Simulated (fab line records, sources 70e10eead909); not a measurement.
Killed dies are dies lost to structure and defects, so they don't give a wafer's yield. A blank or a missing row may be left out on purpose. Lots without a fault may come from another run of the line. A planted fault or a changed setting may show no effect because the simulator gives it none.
Chamber matching | flow nand_harc | NHARC_P_GATE_ETCH_104 on rie_diel-06: 4 sister chambers
The step etches the open film in CF4/CHF3, target depth 60 nm. 22 wafers are shown with their chamber, then 11 later ones without.

WAFERS WITH THEIR CHAMBER
wafer  | chamber | drypump_motor_current_A (A) | rf_vpp_V (V) | oes_product_au (a.u.)
L074.2 | 0       | 6.6                         | 367.9        | 0.974
L074.5 | 2       | 5.9                         | 369.9        | 0.955
L074.6 | 3       | 5.4                         | 372.6        | 0.972
L076.1 | 3       | 5.4                         | 371.2        | 0.966
L076.4 | 2       | 5.9                         | 368.4        | 0.979
L076.6 | 3       | 5.4                         | 372.1        | 0.977
L077.4 | 3       | 5.4                         | 372.1        | 0.981
L077.5 | 0       | 6.6                         | 369.1        | 1.001
L077.6 | 3       | 5.5                         | 371.2        | 0.985
L084.3 | 0       | 6.6                         | 368.4        | 0.925
L084.5 | 3       | 5.4                         | 371.8        | 0.925
L084.6 | 2       | 5.9                         | 370.1        | 0.937
L086.1 | 2       | 5.9                         | 371.4        | 0.982
L086.3 | 3       | 5.4                         | 371.3        | 0.966
L086.6 | 0       | 6.6                         | 368.3        | 0.959
L087.2 | 3       | 5.4                         | 371.1        | 0.955
L087.3 | 1       | 5.9                         | 367.6        | 0.959
L087.5 | 1       | 5.9                         | 368.2        | 0.950
L088.2 | 3       | 5.4                         | 371.8        | 0.936
L088.3 | 0       | 6.6                         | 368.8        | 0.948
L088.6 | 1       | 5.9                         | 367.1        | 0.958
L091.2 | 2       | 5.9                         | 370.1        | 0.967

SIGNATURES (means of the wafers above)
reading                 | chamber 0 | chamber 1 | chamber 2 | chamber 3 | scatter within a chamber
drypump_motor_current_A | 6.600     | 5.900     | 5.900     | 5.411     | 0.0222
rf_vpp_V                | 368.500   | 367.633   | 369.980   | 371.689   | 0.674
oes_product_au          | 0.96140   | 0.95567   | 0.96400   | 0.96256   | 0.0211
Rule: a wafer's distance from a chamber is the root of the sum, over the readings, of the square of ((its reading less the chamber's mean) divided by the reading's scatter). The wafer belongs to the nearest chamber; if the next one is less than 2 further off, it can't be placed. The scatter: the root of (the sum of the squares of (reading less its chamber's mean) over the shown wafers, divided by (wafers less chambers)).

WAFERS WITHOUT THEIR CHAMBER
wafer  | drypump_motor_current_A (A) | rf_vpp_V (V) | oes_product_au (a.u.)
L091.5 | 5.4                         | 372.0        | 0.975
L091.6 | 5.9                         | 370.3        | 0.970
L092.1 | 5.9                         | 367.8        | 0.972
L092.4 | 5.9                         | 369.2        | 0.963
L092.5 | 5.9                         | 368.9        | 0.976
L094.2 | 6.6                         | 368.1        | 0.938
L094.3 | 5.9                         | 366.1        | 0.939
L094.5 | 5.9                         | 366.9        | 0.937
L097.2 | 5.4                         | 372.7        | 0.952
L097.4 | 5.9                         | 370.4        | 0.966
L097.6 | 5.4                         | 372.5        | 0.958

WHICH CHAMBER EACH WENT THROUGH
wafer  | from the rows above     | in truth
L091.5 | 3                       | 3
L091.6 | 2                       | 2
L092.1 | 1                       | 1
L092.4 | can't be placed: 2 or 1 | 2
L092.5 | can't be placed: 2 or 1 | 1
L094.2 | 0                       | 0
L094.3 | 1                       | 1
L094.5 | 1                       | 1
L097.2 | 3                       | 3
L097.4 | 2                       | 2
L097.6 | 3                       | 3
Placed correctly: 9 of 11. Can't be placed from these rows: 2 (the true chamber is among the candidates in 2). Placed wrongly: 0.
